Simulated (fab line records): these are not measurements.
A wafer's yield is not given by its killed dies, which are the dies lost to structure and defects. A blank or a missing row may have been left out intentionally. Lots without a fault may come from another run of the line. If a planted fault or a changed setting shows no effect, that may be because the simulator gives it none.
fab line records ; flow n5Finfet
[record] lots = 7; wafers = 21
route steps=1938 shown BEOL_M14@1753 MIM_BOT_LITHO@1858 PASSIVATION@1915
startH: hours from the record's first day to the start of the lot's first wafer shown ; waitH: hours elapsed since this lot's preceding step ; " as in the row above ; L1.1+2: one row covering several wafers at once ; - no value, or no start was given ; * or withheld: withheld ; < > ~ a bound
route shown NAME@n: NAME is a module with steps in the file, n the number in the route of the first one ; usual: mean/standard deviation taken from wafers without a fault ; same: alike in all rows ; chamber/n: place in a boat ; sites: the reading at each site ; _std_site: how widely they spread, as a standard deviation ; _edge_site: mean of outer sites minus mean of inner sites ; radiusMm: how far each site lies from the wafer's centre ; mask NAME#n: copy n ; behind: the last tool/chamber to shape the wafer ; hold: reason for holding the lot/hours on hold/outcome of the hold ; device: names the non-switching transistor (n, p or np) ; end of line: at the end of the route, the tests of the same wafers ; step lacking rows: just its recipe ; killed: count of dies lost to structure and defects at first sort (not the wafer's yield) ; map: per-die view of a wafer (x killed, . not killed, _ where there is no die)
set.NAME: the run value of the setting; set.NAME@STEP: its run value at that earlier step ; model.NAME: the simulator's own value behind a step, which no gauge read
lots run with intentionally changed settings; tables by step, rows by wafer
[[steps]]
[step N5_BEOL_M14_TRENCH_ETCH_34]
[recipe] chemistry = C4F8/O2/Ar; target = SiO2; targetDepthA = 5566.5; maskMaterial = SOC; heInnerTorr = 15; heOuterTorr = 30; timeS = 126.9; ionEnergyEv = 800; pressureMtorr = 20; sourceW = 1905; biasW = 2040; Ar_flow_sccm = 400; C4F8_flow_sccm = 16; O2_flow_sccm = 12
lot.wafer;tool;chamber;startH;waitH;set.timeS;model.etch.depthNm
L076.2;rieDiel-06;2;274.14;0.0;126.9;554.3
L076.5;rieDiel-06;2;274.14;0.0;126.9;556.4
L076.6;rieDiel-06;1;274.14;0.0;126.9;593
L077.1;rieDiel-05;3;278.39;0.0;143.8;614.4
L077.2;rieDiel-05;2;278.39;0.0;126.9;552.7
L077.4;rieDiel-05;0;278.39;0.0;143.8;621.4
L082.1;rieDiel-04;2;303.36;0.0;138.2;612.5
L082.4;rieDiel-04;1;303.36;0.0;126.9;537
L082.5;rieDiel-04;1;303.36;0.0;138.2;589.2
L083.2;rieDiel-04;2;312.18;0.0;135.4;602.1
L083.3;rieDiel-04;0;312.18;0.0;135.4;589.6
L083.5;rieDiel-04;1;312.18;0.0;126.9;542.9
L090.1;rieDiel-04;1;352.05;0.0;106.6;450.1
L090.2;rieDiel-04;3;352.05;0.0;126.9;562.9
L090.5;rieDiel-04;2;352.05;0.0;126.9;556.5
L094.3;rieDiel-04;3;374.49;0.0;126.9;557.9
L094.4;rieDiel-04;1;374.49;0.0;119.7;513.3
L094.6;rieDiel-04;2;374.49;0.0;126.9;561.5
L096.1;rieDiel-05;0;378.11;0.0;126.9;550.2
L096.2;rieDiel-05;2;378.11;0.0;126.9;562.7
L096.5;rieDiel-05;2;378.11;0.0;126.9;561.3
[step N5_BEOL_M14_STRIP_70]
[recipe] chemistry = C4F8/O2/Ar; resist = SiARC; rfFrequencyHz = 6e+07
[step N5_BEOL_M14_OCD_MEAS_35]
[usual] trenchDepthNm = 558/13
lot.wafer;tool;chamber;startH;waitH;set.timeS@BEOL_M14_TRENCH_ETCH_34;trenchDepthNm
L076.2;ocd-01;-;274.29;0.0;126.9;554
L076.5;ocd-01;-;274.29;0.0;126.9;556
L076.6;ocd-01;-;274.29;0.0;126.9;593
L077.1;ocd-02;-;278.55;0.0;143.8;614
L077.2;ocd-02;-;278.55;0.0;126.9;552
L077.4;ocd-02;-;278.55;0.0;143.8;622
L082.1;ocd-02;-;303.52;0.0;138.2;613
L082.4;ocd-02;-;303.52;0.0;126.9;537
L082.5;ocd-02;-;303.52;0.0;138.2;590
L083.2;ocd-01;-;312.34;0.0;135.4;602
L083.3;ocd-01;-;312.34;0.0;135.4;590
L083.5;ocd-01;-;312.34;0.0;126.9;543
L090.1;ocd-02;-;352.21;0.0;106.6;450
L090.2;ocd-02;-;352.21;0.0;126.9;563
L090.5;ocd-02;-;352.21;0.0;126.9;556
L094.3;ocd-02;-;374.65;0.0;126.9;558
L094.4;ocd-02;-;374.65;0.0;119.7;513
L094.6;ocd-02;-;374.65;0.0;126.9;561
L096.1;ocd-01;-;378.26;0.0;126.9;550
L096.2;ocd-01;-;378.26;0.0;126.9;562
L096.5;ocd-01;-;378.26;0.0;126.9;561
[step N5_BEOL_M14_STRIP_37]
[recipe] chemistry = O2; powerW = 600; tempC = 60; pressureMtorr = 30; rfFrequencyHz = 6e+07; biasPowerW = 0; overashFraction = 0.3; o2FlowSccm = 225
[step N5_BEOL_M14_ETCH_38]
[recipe] chemistry = CF4/N2; target = SiCN; targetDepthA = 1065; taperDeg = 2; timeS = 120.6; ionEnergyEv = 150; maskMaterial = SiO2; pressureMtorr = 40; sourceW = 430; biasW = 70; Ar_flow_sccm = 100; cf4FlowSccm = 60; n2FlowSccm = 60
lot.wafer;tool;chamber;startH;waitH;set.pebTempC@BEOL_M14_PEB_26;model.BEOL_M14.cdNm
L076.2;rieDiel-04;0;-;-;130;285.2
L076.5;rieDiel-04;0;-;-;130;283.6
L076.6;rieDiel-04;1;-;-;130;282.8
L077.1;rieDiel-05;0;-;-;130;280.8
L077.2;rieDiel-05;3;-;-;126.6;265.2
L077.4;rieDiel-05;2;-;-;130;280.6
L082.1;rieDiel-06;3;-;-;130;282
L082.4;rieDiel-06;3;-;-;130;282.8
L082.5;rieDiel-06;0;-;-;130;281.6
L083.2;rieDiel-05;3;-;-;132.9;293.8
L083.3;rieDiel-05;1;-;-;130;279.4
L083.5;rieDiel-05;0;-;-;132.9;293.2
L090.1;rieDiel-05;3;-;-;130;280.2
L090.2;rieDiel-05;0;-;-;130;278.6
L090.5;rieDiel-05;2;-;-;130;281
L094.3;rieDiel-05;2;-;-;130;282.8
L094.4;rieDiel-05;2;-;-;130;283.2
L094.6;rieDiel-05;0;-;-;130;283.6
L096.1;rieDiel-05;3;-;-;130;285.4
L096.2;rieDiel-05;0;-;-;130;280.6
L096.5;rieDiel-05;3;-;-;127.8;267.2
[step N5_BEOL_M14_PRECLEAN_39]
[recipe] chemistry = residueRemover; timeS = 60; tempC = 40
[step N5_BEOL_M14_SRD_40]
[recipe] timeS = 30; tempC = 23; rinseLiquid = diw; dry = n2Spin; spinRpm = 1500; dryTimeS = 30
[step N5_BEOL_M14_ECD_47]
[recipe] material = Cu; targetThkA = 12480
[step N5_BEOL_M14_ANNEAL_48]
[recipe] tempC = 225; timeS = 90; ambient = N2
[step N5_BEOL_M14_CMP_49]
[recipe] stopOn = SiO2; tOverpolishS = 5.2; downForcePsi = 2; platenRpm = 80; clearingPlatenDownForcePsi = 2; clearingPlatenRpm = 80; postCmpClean = cuAlkaline; targetThkNm = 560; clearingPlatenPadVelocityMS = 1.5917; padVelocityMS = 1.5917
lot.wafer;tool;chamber;startH;waitH;set.timeS@BEOL_M14_TRENCH_ETCH_34;model.Cu_of_BEOL_M14_ECD_47.thkNm
L076.2;cmp-02;2;279.00;0.2;126.9;558.4
L076.6;cmp-02;1;279.00;0.2;126.9;594.2
L076.5;cmp-02;2;279.00;0.2;126.9;560.6
L077.1;cmp-02;1;280.15;0.3;143.8;617.4
L077.2;cmp-02;3;280.15;0.3;126.9;557
L077.4;cmp-02;0;280.15;0.3;143.8;625.2
L082.1;cmp-01;0;310.24;0.3;138.2;614.2
L082.4;cmp-01;2;310.24;0.3;126.9;538.4
L082.5;cmp-01;3;310.24;0.3;138.2;591
L083.3;cmp-03;3;317.26;0.3;135.4;591.2
L083.2;cmp-03;0;317.26;0.3;135.4;604
L083.5;cmp-03;2;317.26;0.3;126.9;544.4
L090.2;cmp-03;3;353.59;0.3;126.9;565.8
L090.1;cmp-03;0;353.59;0.3;106.6;455.4
L090.5;cmp-03;0;353.59;0.3;126.9;559.6
L094.4;cmp-02;2;377.52;0.1;119.7;518.2
L094.3;cmp-02;3;377.52;0.1;126.9;560.2
L094.6;cmp-02;2;377.52;0.1;126.9;565.8
L096.1;cmp-02;2;385.23;0.3;126.9;554.6
L096.2;cmp-02;0;385.23;0.3;126.9;564.6
L096.5;cmp-02;2;385.23;0.3;126.9;566.2
[step N5_BEOL_M14_THK_MEAS_50]
[recipe] thkMeasGauge = xrf; reads = Cu_of_BEOL_M14_ECD_47
[usual] M14_THK = 562/13
lot.wafer;tool;chamber;startH;waitH;set.timeS@BEOL_M14_TRENCH_ETCH_34;M14_THK[nm]
L076.2;filmMetro-01;-;279.26;-;126.9;557
L076.5;filmMetro-01;-;279.26;-;126.9;557
L076.6;filmMetro-01;-;279.26;-;126.9;593
L077.1;filmMetro-01;-;280.45;-;143.8;625
L077.2;filmMetro-01;-;280.45;-;126.9;561
L077.4;filmMetro-01;-;280.45;-;143.8;631
L082.1;filmMetro-02;-;310.50;-;138.2;622
L082.4;filmMetro-02;-;310.50;-;126.9;544
L082.5;filmMetro-02;-;310.50;-;138.2;597
L083.2;filmMetro-01;-;317.48;-;135.4;602
L083.3;filmMetro-01;-;317.48;-;135.4;590
L083.5;filmMetro-01;-;317.48;-;126.9;542
L090.1;filmMetro-01;-;353.89;-;106.6;449
L090.2;filmMetro-01;-;353.89;-;126.9;558
L090.5;filmMetro-01;-;353.89;-;126.9;554
L094.3;filmMetro-02;-;377.81;-;126.9;566
L094.4;filmMetro-02;-;377.81;-;119.7;525
L094.6;filmMetro-02;-;377.81;-;126.9;571
L096.1;filmMetro-01;-;385.48;-;126.9;555
L096.2;filmMetro-01;-;385.48;-;126.9;567
L096.5;filmMetro-01;-;385.48;-;126.9;567
[step N5_BEOL_M14_PRE_CLEAN_52]
[recipe] gas = NH3; timeS = 15; tempC = withheld; rfPowerW = 300
[step N5_BEOL_M14_DEP_53]
[recipe] material = SiCN; targetThkA = 500; tempC = withheld; precursor = 3MS/NH3; pressureTorr = 3; rfW = 675; timeS = 17.8
[step N5_BEOL_M14_RS_MEAS_54]
[recipe] thkMeasGauge = four-point-probe; reads = Cu_of_BEOL_M14_ECD_47+Ta_of_BEOL_M14_SPUTTER_44+TaN_of_BEOL_M14_SPUTTER_43
[usual] M14_RS = 0.0332/0.00076
lot.wafer;tool;chamber;startH;waitH;set.timeS@BEOL_M14_TRENCH_ETCH_34;M14_RS[ohm/sq]
L076.2;filmMetro-02;-;279.42;0.1;126.9;0.0333
L076.5;filmMetro-02;-;279.42;0.1;126.9;0.0332
L076.6;filmMetro-02;-;279.42;0.1;126.9;0.0313
L077.1;filmMetro-01;-;280.58;0.0;143.8;0.0300
L077.2;filmMetro-01;-;280.58;0.0;126.9;0.0333
L077.4;filmMetro-01;-;280.58;0.0;143.8;0.0297
L082.1;filmMetro-02;-;310.63;0.0;138.2;0.0303
L082.4;filmMetro-02;-;310.63;0.0;126.9;0.0346
L082.5;filmMetro-02;-;310.63;0.0;138.2;0.0315
L083.2;filmMetro-02;-;317.61;0.1;135.4;0.0308
L083.3;filmMetro-02;-;317.61;0.1;135.4;0.0315
L083.5;filmMetro-02;-;317.61;0.1;126.9;0.0342
L090.1;filmMetro-01;-;354.02;0.0;106.6;0.0409
L090.2;filmMetro-01;-;354.02;0.0;126.9;0.0328
L090.5;filmMetro-01;-;354.02;0.0;126.9;0.0332
L094.3;filmMetro-02;-;377.94;0.1;126.9;0.0333
L094.4;filmMetro-02;-;377.94;0.1;119.7;0.0360
L094.6;filmMetro-02;-;377.94;0.1;126.9;0.0328
L096.1;filmMetro-01;-;385.61;0.0;126.9;0.0335
L096.2;filmMetro-01;-;385.61;0.0;126.9;0.0329
L096.5;filmMetro-01;-;385.61;0.0;126.9;0.0327
[step N5_MIM_BOT_LITHO_EXPOSE_05]
[recipe] maskId = MIM_BOT; na = 0.55; sourceShape = conventional; sigmaOuter = 0.8; polarization = unpolarized; doseMj = 24.25
lot.wafer;tool;chamber;startH;waitH;mask;set.doseMj
L076.2+5+6;krfScanner-02;0;290.22;-;MIM_BOT#0;24.25
L077.1;krfScanner-01;0;294.84;-;MIM_BOT#0;25
L077.2+4;krfScanner-01;0;294.84;-;MIM_BOT#0;24.25
L082.1+4;krfScanner-01;0;324.34;-;MIM_BOT#0;23.1
L082.5;krfScanner-01;0;324.34;-;MIM_BOT#0;24.25
L083.2+5;krfScanner-02;0;330.94;-;MIM_BOT#0;24.25
L083.3;krfScanner-02;0;330.94;-;MIM_BOT#0;23.76
L090.1+5;krfScanner-02;0;367.01;-;MIM_BOT#0;24.25
L090.2;krfScanner-02;0;367.01;-;MIM_BOT#0;24.97
L094.3+6;krfScanner-01;0;388.88;-;MIM_BOT#0;24.83
L094.4;krfScanner-01;0;388.88;-;MIM_BOT#0;24.25
L096.1+2;krfScanner-01;0;396.25;-;MIM_BOT#0;22.81
L096.5;krfScanner-01;0;396.25;-;MIM_BOT#0;24.25
[step N5_MIM_BOT_LITHO_PEB_06]
[recipe] pebTempC = withheld; pebTimeS = *
[step N5_MIM_BOT_LITHO_DEVELOP_07]
[recipe] developTimeS = 60; rinseLiquid = diw; dry = airSpin; devTempC = 21
[step N5_MIM_BOT_LITHO_HARDBAKE_09]
[recipe] tempC = 130; timeS = 120
[step N5_MIM_BOT_LITHO_CD_MEAS_08]
[recipe] targetCdNm = 3000; landingEnergyEv = 500; detector = seInlens; polarity = opening
[usual] cdNm = 2998.5/2.3
lot.wafer;tool;chamber;startH;waitH;set.doseMj@MIM_BOT_LITHO_EXPOSE_05;cdNm
L076.2;cdSem-02;0;290.40;-;24.25;2999.1
L076.5;cdSem-02;0;290.40;-;24.25;2997.7
L076.6;cdSem-02;0;290.40;-;24.25;2994.7
L077.1;cdSem-03;0;295.02;-;25;3003.5
L077.2;cdSem-03;0;295.02;-;24.25;2997.7
L077.4;cdSem-03;0;295.02;-;24.25;2995.3
L082.1;cdSem-03;0;324.51;-;23.1;2990.5
L082.4;cdSem-03;0;324.51;-;23.1;2988.7
L082.5;cdSem-03;0;324.51;-;24.25;2997.2
L083.2;cdSem-01;0;331.11;-;24.25;3000.5
L083.3;cdSem-01;0;331.11;-;23.76;2997.7
L083.5;cdSem-01;0;331.11;-;24.25;2998.7
L090.1;cdSem-03;0;367.19;-;24.25;3003.6
L090.2;cdSem-03;0;367.19;-;24.97;3006.7
L090.5;cdSem-03;0;367.19;-;24.25;3001.8
L094.3;cdSem-02;0;389.05;-;24.83;3002.7
L094.4;cdSem-02;0;389.05;-;24.25;3000.4
L094.6;cdSem-02;0;389.05;-;24.83;2998.9
L096.1;cdSem-03;0;396.43;-;22.81;2988.7
L096.2;cdSem-03;0;396.43;-;22.81;2987.7
L096.5;cdSem-03;0;396.43;-;24.25;2997.3
[step N5_PASSIVATION_PECVD_53]
[recipe] material = SiO2; targetThkA = 8000; tempC = 400; precursor = TEOS/O2; pressureTorr = 6.5; rfW = withheld; teosFlowSccm = withheld; gas = O2; flowSccm = 2650; timeS = 169.4
lot.wafer;tool;chamber;startH;waitH;set.tempC;model.SiO2_of_PASSIVATION_PECVD_53.thkNm
L076.2;pecvd-04;0;295.25;0.0;400;792.4
L076.5;pecvd-04;2;295.25;0.0;400;803.4
L076.6;pecvd-04;0;295.25;0.0;400;801
L077.1;pecvd-04;1;299.15;0.0;400;799.4
L077.2;pecvd-04;2;299.15;0.0;395.4;811.6
L077.4;pecvd-04;2;299.15;0.0;395.4;829.6
L082.1;pecvd-04;2;331.50;0.0;400;806.6
L082.4;pecvd-04;2;331.50;0.0;406.7;777.6
L082.5;pecvd-04;1;331.50;0.0;406.7;780.6
L083.2;pecvd-03;1;336.53;0.0;389.9;843.6
L083.3;pecvd-03;2;336.53;0.0;400;809.6
L083.5;pecvd-03;1;336.53;0.0;400;815.8
L090.1;pecvd-02;2;375.83;0.0;400;798.4
L090.2;pecvd-02;0;375.83;0.0;400;793.2
L090.5;pecvd-02;2;375.83;0.0;400;799.4
L094.3;pecvd-03;0;396.11;0.0;400;807.2
L094.4;pecvd-03;0;396.11;0.0;416.9;723.6
L094.6;pecvd-03;1;396.11;0.0;416.9;699.2
L096.1;pecvd-02;0;402.35;0.0;400;796
L096.2;pecvd-02;2;402.35;0.0;400;796.6
L096.5;pecvd-02;1;402.35;0.0;400;814
[step N5_PASSIVATION_EXPOSE_41]
[recipe] maskId = PASS_OPEN; na = 0.55; defocusNm = 0; sourceShape = conventional; sigmaOuter = 0.8; polarization = unpolarized; targetCdNm = 40000; doseMj = 57.25
lot.wafer;tool;chamber;startH;waitH;mask;set.doseMj
L076.2+5+6;krfScanner-02;0;295.75;-;PASS_OPEN#0;57.25
L077.1+4;krfScanner-02;0;299.52;-;PASS_OPEN#0;55.81
L077.2;krfScanner-02;0;299.52;-;PASS_OPEN#0;57.25
L082.1+5;krfScanner-02;0;331.86;-;PASS_OPEN#0;57.25
L082.4;krfScanner-02;0;331.86;-;PASS_OPEN#0;58.44
L083.2+3+5;krfScanner-02;0;336.90;-;PASS_OPEN#0;57.25
L090.1+5;krfScanner-01;0;376.32;-;PASS_OPEN#0;57.25
L090.2;krfScanner-01;0;376.32;-;PASS_OPEN#0;61.42
L094.3+4;krfScanner-02;0;396.61;-;PASS_OPEN#0;54.24
L094.6;krfScanner-02;0;396.61;-;PASS_OPEN#0;57.25
L096.1+5;krfScanner-01;0;402.84;-;PASS_OPEN#0;57.25
L096.2;krfScanner-01;0;402.84;-;PASS_OPEN#0;60.2
[step N5_PASSIVATION_PEB_42]
[recipe] pebTempC = withheld; pebTimeS = *
[step N5_PASSIVATION_DEVELOP_43]
[recipe] developTimeS = 60; rinseLiquid = diw; dry = airSpin; devTempC = 21
[step N5_PASSIVATION_HARDBAKE_45]
[recipe] tempC = 130; timeS = 120
[step N5_PASSIVATION_CD_MEAS_44]
[recipe] targetCdNm = 40000; landingEnergyEv = 500; detector = seInlens
[usual] cdNm = 40003/5.2
lot.wafer;tool;chamber;startH;waitH;set.doseMj@PASSIVATION_EXPOSE_41;cdNm
L076.2;cdSem-03;0;295.92;-;57.25;40001
L076.5;cdSem-03;0;295.92;-;57.25;39997
L076.6;cdSem-03;0;295.92;-;57.25;39999
L077.1;cdSem-03;0;299.70;-;55.81;39995
L077.2;cdSem-03;0;299.70;-;57.25;39998
L077.4;cdSem-03;0;299.70;-;55.81;39989
L082.1;cdSem-02;0;332.04;-;57.25;40000
L082.4;cdSem-02;0;332.04;-;58.44;40002
L082.5;cdSem-02;0;332.04;-;57.25;40000
L083.2;cdSem-03;0;337.07;-;57.25;40009
L083.3;cdSem-03;0;337.07;-;57.25;40007
L083.5;cdSem-03;0;337.07;-;57.25;40007
L090.1;cdSem-03;0;376.50;-;57.25;40002
L090.2;cdSem-03;0;376.50;-;61.42;40031
L090.5;cdSem-03;0;376.50;-;57.25;39992
L094.3;cdSem-01;0;396.78;-;54.24;39984
L094.4;cdSem-01;0;396.78;-;54.24;39986
L094.6;cdSem-01;0;396.78;-;57.25;40004
L096.1;cdSem-01;0;403.02;-;57.25;40005
L096.2;cdSem-01;0;403.02;-;60.2;40025
L096.5;cdSem-01;0;403.02;-;57.25;39999
[[key]]
[split] step = N5_BEOL_M14_TRENCH_ETCH_34; setting = timeS; stated = 126.9; by = wafer
[response] step = N5_BEOL_M14_TRENCH_ETCH_34; reading = model.etch.depthNm; change = +6.46; per = 1%; r = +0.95
[response] step = N5_BEOL_M14_OCD_MEAS_35; reading = trenchDepthNm; change = +6.46; per = 1%; r = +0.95
[response] step = N5_BEOL_M14_CMP_49; reading = model.Cu_of_BEOL_M14_ECD_47.thkNm; change = +6.37; per = 1%; r = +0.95
[response] step = N5_BEOL_M14_THK_MEAS_50; reading = M14_THK; change = +6.45; per = 1%; r = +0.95
[response] step = N5_BEOL_M14_RS_MEAS_54; reading = M14_RS; change = -0.000415; per = 1%; r = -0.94
[split] step = N5_MIM_BOT_LITHO_EXPOSE_05; setting = doseMj; stated = 24.25; by = wafer
[response] step = N5_MIM_BOT_LITHO_CD_MEAS_08; reading = cdNm; change = +1.49; per = 1%; r = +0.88
[split] step = N5_PASSIVATION_PECVD_53; setting = tempC; stated = 400; by = wafer
[response] step = N5_PASSIVATION_PECVD_53; reading = model.SiO2_of_PASSIVATION_PECVD_53.thkNm; change = -19.5; per = 1%; r = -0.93
[split] step = N5_PASSIVATION_EXPOSE_41; setting = doseMj; stated = 57.25; by = wafer
[response] step = N5_PASSIVATION_CD_MEAS_44; reading = cdNm; change = +4.08; per = 1%; r = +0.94
split outsideThisFile step=N5_BEOL_M14_PEB_26 setting=pebTempC
// split outsideThisFile: this setting was split too, and the file shows its column; the key of that split is in another file
